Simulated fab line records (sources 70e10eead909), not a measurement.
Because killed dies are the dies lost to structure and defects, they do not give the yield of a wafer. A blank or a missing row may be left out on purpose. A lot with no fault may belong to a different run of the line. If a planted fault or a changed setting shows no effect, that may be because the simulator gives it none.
Comparing a struck lot with a sound one	flow nand_harc	21 steps out of a route of 1302
Sound: wafers L615.3, L615.4, L615.6. The struck wafers were L618.1, L618.4, L618.6. Last of all comes the cause.
Per side, at each step with rows, come the tool, then ch with its chambers, and then its first start. Under that, the readings that differ: sound wafers	struck wafers	difference of the means	sigmas: that difference in standard deviations of wafers without a fault.
alike: a reading whose means differ by less than 2 such deviations, as well as words and numbers matching on both sides. not compared: withheld readings; readings where some wafer has no value; bounds like >300 that might hide an equal value; numbers whose values overlap and for which the record gives no deviation.
A row with sigmas, a row that says differs or no value, or rows on one side alone: a step with any of these is where the two part. When numbers do not overlap yet have no deviation, they are printed without sigmas and do not part them. A reading missing from all wafers of one side parts the sides only when that side holds two or more wafers.

NHARC_A_CHANNEL_HOLE_D2_CD_MEAS_18:
  struck on cd_sem-01, day 14 15:38; sound on cd_sem-03, day 13 06:30
  alike: cd_nm
then, 3 steps without rows for these wafers: NHARC_A_CHANNEL_HOLE_D2_ETCH_19 (etches the open film in C4F8/O2/Ar, time 34.5 s); NHARC_A_CHANNEL_HOLE_D2_ETCH_20 (etches the open film in C4F8/O2/Ar, time 361.9 s, target depth 1600 nm); NHARC_A_CHANNEL_HOLE_D2_ETCH_21 (etches the open film in C4F8/O2/Ar, time 514.3 s, target depth 1600 nm).
NHARC_A_CHANNEL_HOLE_D2_ETCH_22: etches the open film in C4F8/O2/Ar, time 666.7 s, target depth 1600 nm.
  sound on har_etch-01 ch 0,1, day 13 07:38; struck on har_etch-02 ch 0, day 14 17:27
  alike: drypump_motor_current_A, showerhead_plenum_p_Torr, throttle_valve_pct
  not compared: rf_hours_counter_h
then, 1 step without rows for these wafers: NHARC_A_CHANNEL_HOLE_D2_ETCH_23 (etches the open film in C4F8/O2/Ar, time 819 s, target depth 1600 nm).
NHARC_A_CHANNEL_HOLE_D2_ETCH_24: etches the open film in C4F8/O2/Ar, time 906.2 s, target depth 1500 nm.
  sound on har_etch-01 ch 0,1, day 13 08:58; struck on har_etch-02 ch 0, day 14 19:57
  alike: drypump_motor_current_A, showerhead_plenum_p_Torr, throttle_valve_pct
  not compared: rf_hours_counter_h
then, 5 steps without rows for these wafers: NHARC_A_CHANNEL_HOLE_D2_ETCH_25 (etches the open film in C4F8/O2/Ar, time 1040.2 s, target depth 1500 nm); NHARC_A_CHANNEL_HOLE_D2_ETCH_26 (etches the open film in C4F8/O2/Ar, time 224.1 s, target depth 300 nm); NHARC_A_CHANNEL_HOLE_D2_ETCH_27 (etches the open film in C4F8/O2/Ar, time 90 s, target depth 400 nm); NHARC_A_CHANNEL_HOLE_D2_STRIP_41 (strips in N2/H2); NHARC_A_CHANNEL_HOLE_D2_STRIP_42 (strips in CF4/CHF3).
NHARC_A_CHANNEL_HOLE_D2_STRIP_43: strips in O2/COS.
  sound on rie_diel-01 ch 1,2,3, day 13 11:14; struck on rie_diel-06 ch 0,3, day 15 00:33
NHARC_A_CHANNEL_HOLE_D2_ETCH_44: etches the open film in CF4/O2, target depth 140 nm, overetch 14 nm, time 77 s.
  sound on rie_diel-01 ch 2,3, day 13 11:18; struck on rie_diel-06 ch 1,3, day 15 00:37
  alike: drypump_motor_current_A, oes_product_au, rf_vpp_V, showerhead_plenum_p_Torr, throttle_valve_pct
  not compared: rf_hours_counter_h
NHARC_A_CHANNEL_HOLE_D2_STRIP_28: strips in O2.
  sound: rie_diel-01 ch 0,1,3; struck: rie_diel-06 ch 0,2
  alike: drypump_motor_current_A, oes_product_au, rf_vpp_V, showerhead_plenum_p_Torr, throttle_valve_pct
  not compared: rf_hours_counter_h
then, 2 steps without rows for these wafers: NHARC_A_CHANNEL_HOLE_D2_PRECLEAN_29 (cleans in SC1); NHARC_A_CHANNEL_HOLE_D2_SRD_30.
NHARC_A_CHANNEL_HOLE_D2_CD_MEAS_31:
  struck on cd_sem-03, day 15 01:24; sound on cd_sem-02, day 13 12:06
  alike: cd_nm
NHARC_A_CHANNEL_HOLE_D2_XSEM_32:
  sound on xsem-02 ch 0, day 13 12:12; struck on xsem-01 ch 0, day 15 01:29
  alike: bot_cd_nm, bow_nm, tilt_deg
NHARC_A_CHANNEL_HOLE_D2_INSPECT_40:
  struck on defect_inspect-01, day 15 01:35; sound on defect_inspect-01, day 13 12:17
  alike: raw_defect_count
-- jump in the record: it breaks off in module A_CHANNEL_HOLE_D2 and resumes in module END (first step shown: number 1302 of the route), and 11 days separate the struck wafers' starts before and after --
NHARC_END_SORT_01:
  at this point the record logs the struck wafers (prober-02 ch 0, day 25 17:43) and has no rows for the sound ones

== WHERE THEY PART ==
Within this record, at NHARC_END_SORT_01 only.

WHY: whatever the simulator had introduced
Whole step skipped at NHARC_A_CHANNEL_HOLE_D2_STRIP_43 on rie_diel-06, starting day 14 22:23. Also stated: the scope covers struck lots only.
